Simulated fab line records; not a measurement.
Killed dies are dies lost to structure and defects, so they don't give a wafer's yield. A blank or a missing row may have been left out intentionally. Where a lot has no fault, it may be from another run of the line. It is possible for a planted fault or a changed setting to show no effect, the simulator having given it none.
The tool behind it: which one?	flow nand_harc	Sampling: 24 lots, 72 wafers, 5 of 1302 route steps

WHAT EACH GAUGE READ, for each wafer
NHARC_A_CONTACT_CD_MEAS_08: the cd target is 200 nm.
lot	measured	on	cd_nm (nm)
L074	day 22 15:43	cd_sem-02	200.1 200.9 199.6
L075	day 22 21:05	cd_sem-03	199.9 199.5 200.4
L076	day 23 03:23	cd_sem-02	198.7 198.9 199.4
L078	day 23 14:41	cd_sem-02	200.2 200.5 199.9
L077	day 23 17:18	cd_sem-01	200.6 201.1 200.6
L080	day 24 18:45	cd_sem-03	199.6 199.5 199.0
L079	day 24 23:04	cd_sem-03	199.6 200.4 200.3
L081	day 25 09:31	cd_sem-03	201.0 201.7 201.4
L082	day 25 17:50	cd_sem-01	201.0 200.5 200.4
L083	day 25 19:35	cd_sem-02	201.3 201.3 202.0
L084	day 26 08:07	cd_sem-02	200.4 199.9 199.9
L085	day 26 17:32	cd_sem-02	199.9 199.6 198.9
L086	day 27 04:28	cd_sem-02	199.9 199.4 198.9
L087	day 27 05:23	cd_sem-01	200.3 200.1 200.7
L088	day 27 23:25	cd_sem-03	200.6 200.1 200.4
L089	day 28 02:50	cd_sem-01	201.0 199.7 201.0
L090	day 28 21:02	cd_sem-01	199.8 199.8 200.3
L091	day 29 02:25	cd_sem-03	201.0 200.9 200.4
L092	day 30 03:59	cd_sem-01	199.3 200.3 200.0
L093	day 30 04:58	cd_sem-03	199.8 200.5 200.3
L094	day 30 22:11	cd_sem-02	199.3 200.7 200.0
L095	day 31 01:14	cd_sem-01	199.4 199.8 200.0
L096	day 31 09:01	cd_sem-03	201.2 200.3 201.0
L097	day 31 16:44	cd_sem-01	200.0 199.7 199.8

NHARC_A_BLC_OVL_MEAS_11.
lot	measured	on	overlay_x_nm (nm)	overlay_y_nm (nm)
L074	day 22 22:01	overlay-01	0.7 0.3 0.3	0.1 0.2 0.1
L075	day 23 03:36	overlay-02	0.7 0.3 0.7	0.1 0.3 0.4
L076	day 23 09:47	overlay-01	0.2 -0.2 -0.3	-0.5 0.1 0.2
L078	day 23 21:21	overlay-01	-1.0 -0.2 -0.7	0.1 0.1 0.0
L077	day 23 23:42	overlay-02	-0.8 -0.2 -0.6	-0.1 -0.3 -0.2
L080	day 25 02:05	overlay-01	1.6 0.9 0.8	-0.3 -0.3 -0.5
L079	day 25 05:31	overlay-02	-0.1 -0.2 -0.4	-2.2 -1.9 -1.9
L081	day 25 15:48	overlay-01	-0.4 -0.1 -0.8	-0.9 -0.3 -0.2
L082	day 26 00:10	overlay-02	0.2 0.3 -0.3	-0.7 -1.0 -1.0
L083	day 26 02:00	overlay-01	-1.3 -1.0 -0.9	-0.2 -0.3 0.2
L084	day 26 14:31	overlay-01	0.2 -0.1 -0.4	-1.5 -1.5 -1.0
L085	day 26 23:53	overlay-02	0.3 0.7 0.2	0.5 0.6 0.0
L086	day 27 10:48	overlay-02	0.9 0.3 0.9	0.8 0.6 0.2
L087	day 27 12:29	overlay-01	-0.2 -0.6 -0.5	0.1 -0.6 -0.7
L088	day 28 06:02	overlay-02	1.5 1.1 0.5	-0.7 -1.1 -0.7
L089	day 28 09:55	overlay-02	-0.7 -0.3 0.0	-0.2 -0.7 -0.6
L090	day 29 03:19	overlay-01	1.9 1.6 2.1	-0.1 -0.5 -0.1
L091	day 29 08:53	overlay-02	-1.2 -1.5 -0.7	-0.4 -0.5 -0.2
L092	day 30 11:02	overlay-01	-0.9 -0.9 -0.9	0.2 0.0 0.1
L093	day 30 12:04	overlay-01	-0.3 -0.3 -0.4	-1.1 -0.8 -0.7
L094	day 31 04:58	overlay-01	-0.2 0.0 -0.2	-0.8 -0.5 -0.5
L095	day 31 07:52	overlay-01	0.3 -0.1 0.2	0.0 0.0 0.4
L096	day 31 15:27	overlay-02	-0.2 -0.3 -0.5	1.6 1.7 0.9
L097	day 31 23:08	overlay-02	0.1 0.3 0.6	1.9 2.1 1.4

WHAT TOOL EACH LOT RAN ON (gives the tool, then ch and the chambers of the sampled wafers, and finally the start)
lot	NHARC_A_CONTACT_ETCH_132	NHARC_A_CONTACT_ETCH_97	NHARC_A_CONTACT_ETCH_139
L074	har_cap_etch-03 ch 0,1, day 22 11:08	rie_diel-01 ch 1,2, day 22 15:43 or earlier	har_cap_etch-03 ch 0,1, day 22 18:25
L075	har_cap_etch-02 ch 0,1, day 22 14:04	rie_diel-10 ch 0,3, day 22 21:05 or earlier	har_cap_etch-02 ch 0,1, day 22 23:46
L076	har_cap_etch-01 ch 0,1, day 22 22:43	rie_diel-05 ch 1,3, day 23 03:23 or earlier	har_cap_etch-02 ch 0,1, day 23 05:59
L078	har_cap_etch-03 ch 0,1, day 23 10:08	rie_diel-01 ch 0,1,3, day 23 14:41 or earlier	har_cap_etch-02 ch 1, day 23 17:18
L077	har_cap_etch-01 ch 0,1, day 23 12:38	rie_diel-05 ch 0,2,3, day 23 17:18 or earlier	har_cap_etch-03 ch 0,1, day 23 19:57
L080	har_cap_etch-03 ch 0,1, day 24 11:01	rie_diel-10 ch 1,2,3, day 24 18:45 or earlier	har_cap_etch-03 ch 0,1, day 24 21:21
L079	har_cap_etch-02 ch 0,1, day 24 14:51	rie_diel-01 ch 0,1,2, day 24 23:04 or earlier	har_cap_etch-03 ch 0,1, day 25 01:50
L081	har_cap_etch-03 ch 1, day 25 03:35	rie_diel-05 ch 0,1,2, day 25 09:31 or earlier	har_cap_etch-02 ch 0,1, day 25 12:10
L082	har_cap_etch-01 ch 0,1, day 25 10:54	rie_diel-10 ch 0,3, day 25 17:50 or earlier	har_cap_etch-03 ch 0,1, day 25 20:28
L083	har_cap_etch-03 ch 0,1, day 25 12:28	rie_diel-01 ch 2,3, day 25 19:35 or earlier	har_cap_etch-01 ch 0,1, day 25 22:23
L084	har_cap_etch-03 ch 0, day 26 03:26	rie_diel-05 ch 0,2,3, day 26 08:07 or earlier	har_cap_etch-02 ch 0, day 26 10:46
L085	har_cap_etch-01 ch 0,1, day 26 08:56	rie_diel-05 ch 0,1,2, day 26 17:32 or earlier	har_cap_etch-01 ch 0,1, day 26 20:15
L086	har_cap_etch-02 ch 0,1, day 26 22:18	rie_diel-05 ch 0,2, day 27 04:28 or earlier	har_cap_etch-03 ch 0,1, day 27 07:07
L087	har_cap_etch-03 ch 0,1, day 26 23:53	rie_diel-10 ch 0,1, day 27 01:02	har_cap_etch-03 ch 0,1, day 27 08:43
L088	har_cap_etch-01 ch 0,1, day 27 18:52	rie_diel-05 ch 0,1,3, day 27 23:25 or earlier	har_cap_etch-03 ch 0,1, day 28 02:03
L089	har_cap_etch-02 ch 0,1, day 27 21:09	rie_diel-05 ch 0,2,3, day 28 02:50 or earlier	har_cap_etch-02 ch 0,1, day 28 06:10
L090	har_cap_etch-01 ch 0,1, day 28 15:43	rie_diel-10 ch 0,1,3, day 28 21:02 or earlier	har_cap_etch-03 ch 1, day 28 23:40
L091	har_cap_etch-02 ch 0,1, day 28 19:00	rie_diel-05 ch 0,2,3, day 29 02:25 or earlier	har_cap_etch-01 ch 0,1, day 29 05:01
L092	har_cap_etch-01 ch 0,1, day 29 23:24	rie_diel-05 ch 0,3, day 30 00:32	har_cap_etch-02 ch 0,1, day 30 07:22
L093	har_cap_etch-02 ch 0,1, day 30 00:16	rie_diel-05 ch 0,2, day 30 04:58 or earlier	har_cap_etch-03 ch 0,1, day 30 08:13
L094	har_cap_etch-02 ch 0,1, day 30 15:52	rie_diel-10 ch 1,3, day 30 17:00	har_cap_etch-01 ch 0,1, day 31 00:49
L095	har_cap_etch-03 ch 0,1, day 30 18:51	rie_diel-05 ch 0,2,3, day 31 01:14 or earlier	har_cap_etch-01 ch 0,1, day 31 04:11
L096	har_cap_etch-03 ch 0, day 31 04:30	rie_diel-10 ch 1,2,3, day 31 05:38	har_cap_etch-01 ch 0, day 31 11:41
L097	har_cap_etch-02 ch 0,1, day 31 11:04	rie_diel-05 ch 0,1,2, day 31 16:44 or earlier	har_cap_etch-03 ch 0,1, day 31 19:25
- NHARC_A_CONTACT_ETCH_132: etches the open film in C4F8/O2/Ar, time 197 s, target depth 1924 nm.
- NHARC_A_CONTACT_ETCH_97: etches the open film in C4F6/O2, target depth 20 nm, time 10 s.
- NHARC_A_CONTACT_ETCH_139: etches the open film in C4F8/O2/Ar, time 195 s, target depth 840 nm.

WHAT THE TOOLS THEMSELVES READ (means of the sampled wafers that have a number; where no wafer has one, the mark that the record gives instead)
NHARC_A_CONTACT_ETCH_97.
lot	tool	drypump_motor_current_A (A)	oes_product_au (a.u.)	rf_vpp_V (V)	showerhead_plenum_p_Torr (Torr)	throttle_valve_pct (%)
L074	rie_diel-01	6.01	0.939	547.2	3.95	26.909
L075	rie_diel-10	5.80	0.940	549.6	4.07	26.903
L076	rie_diel-05	5.90	0.931	548.9	4.01	26.907
L078	rie_diel-01	5.48	0.979	547.6	3.96	26.900
L077	rie_diel-05	5.83	0.946	546.7	3.92	26.904
L080	rie_diel-10	5.71	0.954	549.2	4.04	26.899
L079	rie_diel-01	5.55	0.998	547.0	3.96	26.900
L081	rie_diel-05	5.93	0.944	546.1	3.89	26.907
L082	rie_diel-10	5.61	0.949	550.5	4.11	26.901
L083	rie_diel-01	5.72	0.941	551.9	4.13	26.896
L084	rie_diel-05	5.85	0.946	546.2	3.92	26.905
L085	rie_diel-05	5.97	0.935	545.5	3.88	26.904
L086	rie_diel-05	5.85	0.962	545.8	3.87	26.901
L087	rie_diel-10	5.55	0.945	550.0	4.07	26.912
L088	rie_diel-05	5.80	0.935	548.1	3.98	26.908
L089	rie_diel-05	5.85	0.936	546.8	3.91	26.903
L090	rie_diel-10	5.71	0.932	548.7	4.02	26.906
L091	rie_diel-05	5.85	0.939	546.2	3.91	26.898
L092	rie_diel-05	5.72	0.945	548.7	4.01	26.905
L093	rie_diel-05	5.85	0.947	544.9	3.87	26.913
L094	rie_diel-10	5.86	0.950	548.5	3.96	26.906
L095	rie_diel-05	5.83	0.954	546.4	3.90	26.895
L096	rie_diel-10	5.70	0.963	549.1	4.01	26.904
L097	rie_diel-05	5.92	0.944	545.1	3.87	26.904

THE ANSWER, worked out from the rows above alone
Rule: the usual values come from the lots themselves. Put in order of their means at a reading, lots are off if they are a third of the lots or fewer, leave a main group of 4 or more, and stand apart from it by a gap of 3 or more times the standard deviation of the main group's means; of several such gaps the widest counts. The tables above print the reading to a certain number of digits; a main group whose means all agree to those digits is not used. A lot without any number at a reading at which 4 lots or more have one is off too. The other lots that the step has rows for count as sound. The gauges are gone through in route order, then the tools' own readings, and for those a lot's mean is taken as printed above. The first step at which some lot is off is used, and at that step the reading that is off furthest; a lot without a number counts as furthest.
None of the lots is off at any reading shown; this tells nothing.

WHAT THE SIMULATOR PUT IN
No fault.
